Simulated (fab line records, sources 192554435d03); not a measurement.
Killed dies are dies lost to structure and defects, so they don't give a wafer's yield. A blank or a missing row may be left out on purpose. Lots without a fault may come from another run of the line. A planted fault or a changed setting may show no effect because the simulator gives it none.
Which tool did it? | flow n5_finfet | 11 lots, 30 wafers sampled, at 5 steps of a route of 1938

WHAT THE GAUGES READ, wafer by wafer
N5_MOL_CONTACT_COAG_INSPECT_42: inspects for defects (brightfield). Usual: raw_defect_count 213, standard deviation 56.
lot  | measured     | on                | raw_defect_count | flag
L680 | day 5 17:02  | defect_inspect-01 | 121 309          |
L684 | day 6 16:43  | defect_inspect-01 | 243 242 311      |
L687 | day 7 10:46  | defect_inspect-02 | 170 159 132      |
L688 | day 7 16:52  | defect_inspect-02 | 256 200 202      |
L689 | day 8 01:44  | defect_inspect-01 | 239 196          |
L690 | day 8 02:46  | defect_inspect-02 | 135 180 217      |
L691 | day 8 09:13  | defect_inspect-01 | 237 342 206      |
L692 | day 8 19:26  | defect_inspect-02 | 226 145 148      |
L695 | day 9 10:49  | defect_inspect-02 | 174 174          |
L700 | day 10 22:24 | defect_inspect-02 | 306 266 296      |
L701 | day 10 23:25 | defect_inspect-01 | 185 244 264      |

N5_BEOL_M4_RC_MEAS_101. Usual: DIBL_N 36.5 mV/V, standard deviation 1.9; DIBL_P 36.4 mV/V, standard deviation 2.2; IOFF_N 0.17 nA/um, standard deviation 0.034; IOFF_P 0.21 nA/um, standard deviation 0.036; ION_N 678 uA/um, standard deviation 12; ION_P 462 uA/um, standard deviation 7.1; SS_N 71.7 mV/dec, standard deviation 0.61; SS_P 73.4 mV/dec, standard deviation 0.71; VT_N 249 mV, standard deviation 3.5; VT_P -251 mV, standard deviation 3.
lot  | measured     | on        | DIBL_N (mV/V)  | DIBL_P (mV/V)  | IOFF_N (nA/um) | IOFF_P (nA/um) | ION_N (uA/um) | ION_P (uA/um) | SS_N (mV/dec)  | SS_P (mV/dec)  | VT_N (mV)   | VT_P (mV)      | flag
L680 | day 9 12:31  | prober-02 | 39.2 39.5      | 39.0 38.4      | 0.22 0.22      | 0.23 0.24      | 689 677       | 462 464       | 72.0 72.4      | 74.0 73.7      | 246 245     | -252 -252      |
L684 | day 9 21:43  | prober-01 | 38.0 38.1 36.9 | 36.3 36.2 36.1 | 0.18 0.17 0.16 | 0.21 0.19 0.21 | 679 669 676   | 458 453 461   | 71.9 72.0 71.0 | 73.6 73.5 73.4 | 250 252 248 | -251 -255 -249 |
L687 | day 11 09:53 | prober-01 | 38.7 37.5 36.0 | 38.9 38.0 35.6 | 0.20 0.18 0.14 | 0.23 0.21 0.17 | 692 691 664   | 470 467 457   | 72.4 72.1 71.6 | 74.4 73.2 73.2 | 244 249 254 | -250 -252 -256 |
L688 | day 11 14:27 | prober-02 | 34.8 35.9 38.4 | 36.8 37.5 41.5 | 0.14 0.16 0.22 | 0.22 0.22 0.30 | 680 672 706   | 472 464 483   | 71.0 72.0 72.2 | 72.4 72.7 73.6 | 249 249 243 | -247 -249 -243 |
L689 | day 12 10:33 | prober-02 | 35.0 35.8      | 34.6 35.2      | 0.12 0.13      | 0.17 0.18      | 667 664       | 456 452       | 71.5 71.1      | 72.6 72.2      | 256 254     | -254 -252      |
L695 | day 13 11:59 | prober-01 | 36.4 36.3      | 37.1 36.7      | 0.16 0.17      | 0.21 0.21      | 674 700       | 459 474       | 71.1 71.9      | 73.2 73.1      | 250 247     | -251 -251      |
L700 | day 14 21:52 | prober-01 | 33.3 37.5 36.8 | 33.5 38.2 36.7 | 0.13 0.19 0.18 | 0.15 0.21 0.20 | 663 677 680   | 460 459 460   | 71.1 72.0 71.3 | 72.2 73.9 73.4 | 250 248 244 | -253 -250 -252 |
L701 | day 15 11:43 | prober-01 | 36.4 34.1 34.1 | 35.3 32.6 32.6 | 0.16 0.13 0.13 | 0.21 0.17 0.18 | 669 673 676   | 459 464 466   | 71.8 71.4 71.1 | 73.7 72.4 73.0 | 250 253 251 | -250 -253 -252 |

WHICH TOOL RAN EACH LOT (tool, then ch and the chambers of the sampled wafers, then the start)
lot  | N5_MOL_CONTACT_COAG_ETCH_124       | N5_BEOL_M0_SAQP_RECESS_114         | N5_BEOL_M0_SAQP_RECESS_104
L680 | rie_diel-01 ch 3, day 5 17:34      | vapor_etch-02 ch 0,1, day 6 02:08  | vapor_etch-01 ch 0, day 6 03:41
L684 | rie_diel-01 ch 1,2,3, day 6 17:38  | vapor_etch-01 ch 0,1, day 7 00:36  | vapor_etch-02 ch 0,1, day 7 02:32
L687 | rie_diel-03 ch 1,3, day 7 11:19    | vapor_etch-02 ch 0, day 7 18:17    | vapor_etch-01 ch 0,1, day 7 19:35
L688 | rie_diel-03 ch 0,1,3, day 7 17:49  | vapor_etch-01 ch 0,1, day 8 02:05  | vapor_etch-02 ch 0,1, day 8 03:23
L689 | rie_diel-04 ch 0,2, day 8 02:19    | vapor_etch-01 ch 0,1, day 8 08:52  | vapor_etch-01 ch 1, day 8 10:20
L690 | rie_diel-01 ch 0,3, day 8 03:18    | vapor_etch-01 ch 0,1, day 8 12:17  | vapor_etch-02 ch 0,1, day 8 13:37
L691 | rie_diel-03 ch 0,1, day 8 10:09    | vapor_etch-02 ch 0,1, day 8 18:12  | vapor_etch-02 ch 0,1, day 8 19:49
L692 | rie_diel-03 ch 2,3, day 8 19:58    | vapor_etch-02 ch 0, day 9 01:58    | vapor_etch-02 ch 0, day 9 03:20
L695 | rie_diel-04 ch 1, day 9 11:32      | vapor_etch-01 ch 0, day 9 19:34    | vapor_etch-02 ch 0, day 9 20:53
L700 | rie_diel-04 ch 0,2,3, day 10 22:56 | vapor_etch-02 ch 0,1, day 11 04:46 | vapor_etch-02 ch 0,1, day 11 06:21
L701 | rie_diel-03 ch 0,3, day 11 00:34   | vapor_etch-01 ch 0,1, day 11 11:01 | vapor_etch-02 ch 0,1, day 11 12:28
- N5_MOL_CONTACT_COAG_ETCH_124: etches SiNx in CH3F/O2, stops on SiOC, target depth 6.5 nm.
- N5_BEOL_M0_SAQP_RECESS_114: chemistry HF/NH3, target SiO2, target depth 14.4 nm, afs cycles 3, sublimation time 60 s.
- N5_BEOL_M0_SAQP_RECESS_104: chemistry HF/NH3, target SiO2, target depth 18 nm, afs cycles 3, sublimation time 60 s.

WHAT THE TOOLS THEMSELVES READ (means of the sampled wafers that have a number; where no wafer has one, the mark that the record gives instead)
N5_MOL_CONTACT_COAG_ETCH_124. Usual: CH3F_flow_sccm 30.00 sccm, standard deviation 0.095; drypump_motor_current_A 5.5 A, standard deviation 0.36; oes_f_703_au 0.82 a.u., standard deviation 0.09; oes_product_au 0.70 a.u., standard deviation 0.071; rf_vpp_V 296 V, standard deviation 5.6; showerhead_plenum_p_Torr 2.01 Torr, standard deviation 0.082; throttle_valve_pct 16.26 %, standard deviation 0.22.
lot  | tool        | CH3F_flow_sccm (sccm) | drypump_motor_current_A (A) | oes_f_703_au (a.u.) | oes_product_au (a.u.) | rf_vpp_V (V) | showerhead_plenum_p_Torr (Torr) | throttle_valve_pct (%) | flag
L680 | rie_diel-01 | 30.03                 | 4.9                         | 0.98                | 0.82                  | 296          | 2.05                            | 16.02                  |
L684 | rie_diel-01 | 29.98                 | 5.4                         | 0.79                | 0.66                  | 293          | 2.00                            | 16.34                  |
L687 | rie_diel-03 | 30.10                 | 5.4                         | 0.88                | 0.74                  | 296          | 2.13                            | 15.99                  |
L688 | rie_diel-03 | 30.09                 | 5.4                         | 0.83                | 0.70                  | 298          | 2.06                            | 16.12                  |
L689 | rie_diel-04 | 30.05                 | 5.3                         | 0.74                | 0.64                  | 296          | 2.00                            | 16.38                  |
L690 | rie_diel-01 | 30.01                 | 5.3                         | 0.89                | 0.78                  | 299          | 1.99                            | 16.14                  |
L691 | rie_diel-03 | 30.01                 | 5.3                         | 0.86                | 0.73                  | 301          | 2.07                            | 16.07                  |
L692 | rie_diel-03 | 29.94                 | 5.5                         | 0.77                | 0.65                  | 292          | 1.99                            | 16.33                  |
L695 | rie_diel-04 | 30.09                 | 6.5                         | 0.86                | 0.73                  | 300          | 1.96                            | 16.55                  |
L700 | rie_diel-04 | 30.02                 | 5.5                         | 0.87                | 0.75                  | 294          | 2.03                            | 16.20                  |
L701 | rie_diel-03 | 30.08                 | 5.4                         | 0.74                | 0.65                  | 302          | 1.98                            | 16.27                  |

N5_BEOL_M0_SAQP_RECESS_114. Usual: drypump_motor_current_A 5.8 A, standard deviation 0.3.
lot  | tool          | drypump_motor_current_A (A) | flag
L680 | vapor_etch-02 | 5.6                         |
L684 | vapor_etch-01 | 5.9                         |
L687 | vapor_etch-02 | 5.4                         |
L688 | vapor_etch-01 | 6.0                         |
L689 | vapor_etch-01 | 6.0                         |
L690 | vapor_etch-01 | -                           | OFF
L691 | vapor_etch-02 | -                           | OFF
L692 | vapor_etch-02 | -                           | OFF
L695 | vapor_etch-01 | 6.2                         |
L700 | vapor_etch-02 | 5.6                         |
L701 | vapor_etch-01 | 6.0                         |

N5_BEOL_M0_SAQP_RECESS_104. Usual: drypump_motor_current_A 5.79 A, standard deviation 0.3.
lot  | tool          | drypump_motor_current_A (A) | flag
L680 | vapor_etch-01 | 6.21                        |
L684 | vapor_etch-02 | 5.70                        |
L687 | vapor_etch-01 | 5.89                        |
L688 | vapor_etch-02 | 5.70                        |
L689 | vapor_etch-01 | 5.71                        |
L690 | vapor_etch-02 | 5.55                        |
L691 | vapor_etch-02 | 5.54                        |
L692 | vapor_etch-02 | 5.42                        |
L695 | vapor_etch-02 | 5.41                        |
L700 | vapor_etch-02 | 5.70                        |
L701 | vapor_etch-02 | 5.54                        |

THE ANSWER, worked out from the rows above alone
Rule: a lot is off if the mean of its wafers that have a number lies more than 3 standard deviations from the usual mean. A lot without any number at a reading at which 4 lots or more have one is off too. The other lots that the step has rows for count as sound. The gauges are gone through in route order, then the tools' own readings, and for those a lot's mean is taken as printed above. The first step at which some lot is off is used, and at that step the reading that is off furthest; a lot without a number counts as furthest.
Off: L690, L691, L692, at N5_BEOL_M0_SAQP_RECESS_114 (drypump_motor_current_A). Without a number there: L690, L691, L692.
A tool fits if, at that step or a process step before it, it ran every lot that is off, and no sound lot after the first of them. None of those tried fits.

WHAT THE SIMULATOR HAD PUT IN
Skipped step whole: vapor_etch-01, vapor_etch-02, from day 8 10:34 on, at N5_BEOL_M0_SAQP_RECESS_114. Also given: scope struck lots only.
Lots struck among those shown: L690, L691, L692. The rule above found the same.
